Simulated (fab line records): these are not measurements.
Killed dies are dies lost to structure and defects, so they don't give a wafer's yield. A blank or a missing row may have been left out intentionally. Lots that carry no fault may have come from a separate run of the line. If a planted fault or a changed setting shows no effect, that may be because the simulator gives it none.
Split-lot experiment -- flow n5-finfet -- 21 wafers read from 7 lots, route of 1938 steps

== THE SPLIT ==
At N5_BEOL_M15_ILD_DEP_00 (deposits SiO2 from TEOS/O2, target thk 1629.3 nm, time 346.1 s), the setting temp-c was moved away from the recipe's 400 C on 6 of the 21 wafers read, by -1.9% to +1.2%. All remaining wafers had this setting at the recipe value.

== FROM THE SPLIT TO THE READING: what the file shows between them, 3 steps ==
- N5_BEOL_M15_COAT_58: time 60 s, resist thk 89 nm
- N5_BEOL_M15_DESCUM_15: chemistry O2, time 7.9 s
- N5_BEOL_M15_ETCH_59: etches BARC in N2/H2, target depth 89 nm, overetch 26.7 nm, time 67.9 s

== THE READING ==
coat_of_BEOL_M15_COAT_04.thk-nm (the simulator's own value, which no gauge read), in nm, at N5_BEOL_M15_VIA_ETCH_16 (etches SiO2 in C4F8/O2/Ar, target depth 1792.2 nm). There is no usual value for it anywhere in the file. Average 333.7 nm, standard deviation 4.6 nm, over the 15 wafers here run with the recipe.

wafer,"tool, chamber at the split","temp-c as run, C",against the recipe,"coat_of_BEOL_M15_COAT_04.thk-nm, nm",against lot-mates on the recipe
L076.1,"pecvd-03, 2",400,recipe,334.4,-
L076.4,"pecvd-03, 2",400,recipe,333.2,-
L076.5,"pecvd-03, 0",393.3,-1.7%,316.8,-17.0
L078.2,"pecvd-02, 0",400,recipe,331,-
L078.5,"pecvd-02, 2,1",392.4,-1.9%,307.2,-23.8
L078.6,"pecvd-02, 2,1",392.4,-1.9%,306.2,-24.8
L079.2,"pecvd-03, 0,1,0",400,recipe,336.4,-
L079.3,"pecvd-03, 0,1,0",400,recipe,336.6,-
L079.5,"pecvd-03, 0,1,0",400,recipe,329.6,-
L082.2,"pecvd-02, 0,0,1",400,recipe,337,-
L082.4,"pecvd-02, 0,0,1",400,recipe,334.4,-
L082.6,"pecvd-02, 0,0,1",400,recipe,347.4,-
L086.1,"pecvd-04, 1,2",395.8,-1.0%,317.6,-13.8
L086.5,"pecvd-04, 0",400,recipe,331.4,-
L086.6,"pecvd-04, 1,2",395.8,-1.0%,310.6,-20.8
L089.4,"pecvd-03, 2,0",400,recipe,327.2,-
L089.5,"pecvd-03, 2,0",400,recipe,329.4,-
L089.6,"pecvd-03, 1",404.7,+1.2%,338,+9.7
L094.2,"pecvd-02, 2,1,0",400,recipe,334,-
L094.3,"pecvd-02, 2,1,0",400,recipe,333.8,-
L094.4,"pecvd-02, 2,1,0",400,recipe,329.4,-
The file does not say which wafer passed through which chamber wherever a row lists several chambers: such a row stands for several wafers.

FIT RESULTS
A straight line over all 21 wafers: coat_of_BEOL_M15_COAT_04.thk-nm changes by +12.4 nm for each +1% of temp-c; r = +0.88; the points scatter about the line by 5.4 nm.
The same after taking each lot's own level away (the mean of its wafers on the recipe; 21 wafers): +12.1 nm for each +1%; r = +0.94; scatter 3.5 nm.
The reading moves by 23 nm for the largest change in temp-c, on that fit.
The lots' own levels span 328.30 to 339.60 nm, that is 2.4 times the standard deviation above.
Consequently the slope shifts little with the lot-to-lot level, the two slopes agreeing.
Check: with one of the wafers moved furthest among these (-1.9%) left out of the fit, the line predicts -23.5 nm for it against its lot-mates. It came out at -23.8 nm against them.

== THESE WAFERS: OTHER SPLITS ==
Note: prior to the reading, these wafers also went through further splits. Each is held against what the fit with the lots' levels taken away leaves over:
other split on the same wafers,wafers away from the commonest value,r with coat_of_BEOL_M15_COAT_04.thk-nm (lot level and that fit taken away)
N5_BEOL_M14_SPUTTER_43 time-s,9,+0.04

== THE FILE'S OWN FIT ==
coat_of_BEOL_M15_COAT_04.thk-nm changes by +11.7 nm for each +1% of temp-c, r = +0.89.
